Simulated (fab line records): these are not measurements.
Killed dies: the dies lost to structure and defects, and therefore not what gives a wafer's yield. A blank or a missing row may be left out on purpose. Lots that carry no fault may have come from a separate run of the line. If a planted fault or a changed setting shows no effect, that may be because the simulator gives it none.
A lot that was struck, set against a sound lot ; flow n5-finfet ; 13 out of 1938 route steps
Sound: the wafers L449.1, L449.2, L449.6. Wafers L443.1, L443.3, L443.5 were the ones struck. Last of all comes the cause.
Order at every step that has rows: each side's tool, ch and its chambers, its first start. Under that, the readings that differ: sound wafers ; struck wafers ; difference of the means ; sigmas: that difference in standard deviations of wafers without a fault.
alike: readings with means less than 2 such deviations apart, plus words and numbers identical on both sides. not compared: withheld readings, readings lacking a value on some wafer, bounds such as >300 that could conceal the same value, and numbers that have no deviation in the record and whose values overlap.
The two part at a step that has a row with sigmas, a row that says differs or no value, or rows on one side only. When numbers do not overlap yet have no deviation, they are printed without sigmas and do not part them. A reading that every wafer of one side lacks parts them only if that side has two wafers or more.

first, 9 steps without rows for these wafers: N5_BEOL_M1_DESCUM_16 (chemistry O2, time 7 s); N5_BEOL_M1_ETCH_74 (etches underlayer in N2/H2, target depth 6.5 nm, time 5.2 s); N5_BEOL_M1_ETCH_63 (etches SiARC in CF4, target depth 15.6 nm, time 26 s); N5_BEOL_M1_ETCH_64 (etches SOC in N2/H2, target depth 75 nm, overetch 15 nm, time 112.5 s); N5_BEOL_M1_STRIP_65 (strips in N2/H2); N5_BEOL_M1_STRIP_75 (strips in N2/H2); N5_BEOL_M1_STRIP_66 (strips in CF4); N5_BEOL_M1_HM_OPEN_17 (chemistry Cl2/BCl3, target TiN, target depth 20 nm, overetch 6 nm); N5_BEOL_M1_STRIP_19 (strips in O2).
N5_BEOL_M1_COAT_67: time 60 s, resist thk 60 nm.
  sound on litho-track-02 ch 0, day 11 04:32; struck on litho-track-04 ch 0, day 9 18:04
reading;sound;struck;difference;sigmas
heater-power-total-W (W);500.0 499.4 500.2;509.8 511.8 507.9;+10.0;+6
plate-temp-C (C);249.88 249.83 249.76;253.67 253.91 253.95;+4.02;+24
  alike: spin-speed-rpm
then, 1 step without rows for these wafers: N5_BEOL_M1_COAT_68 (time 60 s, resist thk 12 nm).
N5_BEOL_M4_RC_MEAS_101:
  sound on prober-01 ch 0, day 12 22:20; struck on prober-01 ch 0, day 11 12:41
  alike: DIBL_N, DIBL_P, IOFF_N, IOFF_P, ION_N, ION_P, SS_N, SS_P, VT_N, VT_P
-- record jumps: 5 days separate the struck wafers' starts on either side; left off in module BEOL_M4, taken up again in module PASSIVATION, whose first shown step is the route's number 1936 --
N5_PASSIVATION_PROBE_49:
  record: rows for the struck wafers here (prober-01, day 16 07:59), none for the sound ones

## WHERE THEY PART
Earliest at N5_BEOL_M1_COAT_67; latest, in this record, at N5_PASSIVATION_PROBE_49.

WHY: the cause the simulator had injected
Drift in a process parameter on litho-track-04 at N5_BEOL_M1_COAT_67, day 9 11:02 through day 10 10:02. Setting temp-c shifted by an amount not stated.
